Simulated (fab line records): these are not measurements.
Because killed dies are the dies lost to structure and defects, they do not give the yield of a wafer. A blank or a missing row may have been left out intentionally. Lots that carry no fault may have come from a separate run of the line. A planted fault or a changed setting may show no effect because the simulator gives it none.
Which of the tools did it? -- flow nand harc -- 36 wafers from 12 lots sampled at 3 of the route's 1302 steps

## WHAT EACH GAUGE READ, for each wafer
NHARC_P_GATE_CD_MEAS_91: the cd target is 2000 nm.
lot,measured,on,cd nm (nm)
L075,day 6 01:13,cd sem-01,2000.2 1998.2 1998.9
L078,day 7 10:07,cd sem-03,1997.5 1999.3 1997.3
L079,day 8 01:03,cd sem-02,2003.1 1997.8 2000.3
L081,day 8 23:51,cd sem-02,2001.9 2000.8 2000.2
L083,day 9 19:20,cd sem-01,1999.7 1999.5 1999.4
L086,day 10 10:43,cd sem-02,1999.7 2001.6 2000.9
L087,day 10 21:30,cd sem-01,1998.9 2001.4 1999.6
L089,day 12 02:02,cd sem-03,2002.1 2000.7 2000.9
L091,day 13 01:14,cd sem-03,1997.8 2003.5 2001.4
L093,day 13 12:09,cd sem-03,1998.5 1999.2 1998.7
L095,day 14 07:50,cd sem-03,2000.2 1996.0 1998.4
L097,day 15 03:13,cd sem-02,2001.6 2001.3 1997.4

## WHICH TOOL RAN EACH LOT (tool, then ch and the chambers of the sampled wafers, then the start)
lot,NHARC_P_GATE_ETCH_114,NHARC_P_GATE_STRIP_75
L075,"rie diel-08 ch 0,1, day 5 22:42 or earlier","plasma asher-02 ch 0,1, day 5 22:42"
L078,"rie diel-11 ch 0,1,3, day 7 07:37 or earlier","plasma asher-02 ch 0,1, day 7 07:37"
L079,"rie diel-08 ch 0,2,3, day 7 22:40 or earlier","plasma asher-02 ch 0,1, day 7 22:40"
L081,"rie diel-11 ch 2,3, day 8 21:21 or earlier","plasma asher-02 ch 0,1, day 8 21:21"
L083,"rie diel-06 ch 0,1,2, day 9 16:50 or earlier","plasma asher-01 ch 0,1, day 9 16:50"
L086,"rie diel-06 ch 0,1,3, day 10 08:05 or earlier","plasma asher-02 ch 0,1, day 10 08:05"
L087,"rie diel-06 ch 0,2,3, day 10 18:52 or earlier","plasma asher-01 ch 0,1, day 10 18:52"
L089,"rie diel-11 ch 0,1,3, day 11 23:24 or earlier","plasma asher-02 ch 0,1, day 11 23:24"
L091,"rie diel-11 ch 0,2, day 12 22:40 or earlier","plasma asher-02 ch 0,1, day 12 22:40"
L093,"rie diel-11 ch 0,2,3, day 13 09:31 or earlier","plasma asher-01 ch 0,1, day 13 09:31"
L095,"rie diel-11 ch 0,2,3, day 14 05:19 or earlier","plasma asher-02 ch 0,1, day 14 05:19"
L097,"rie diel-11 ch 0,3, day 15 00:40 or earlier","plasma asher-02 ch 0,1, day 15 00:40"
- NHARC_P_GATE_ETCH_114: etches the open film in CF4/O2, target depth 30 nm, overetch 3 nm, time 16.5 s.
- NHARC_P_GATE_STRIP_75: strips in O2.

## THE ANSWER, worked out from the rows above alone
Rule: what is usual is taken from the lots themselves. The widest of any qualifying gaps counts: lots, ordered by their means at a reading, are off when they make up no more than a third of the lots, leave a main group of 4 or more, and stand apart from it by 3 or more times the standard deviation of that group's means. A main group whose means are all the same, to the digits that the tables above print for the reading, isn't used. Also off: a lot with no number at a reading for which 4 or more lots have one. Where the step has rows for the other lots, those lots are counted as sound.
Nothing can be told from this: no lot is off at any reading shown.

## WHAT WAS PUT IN BY THE SIMULATOR
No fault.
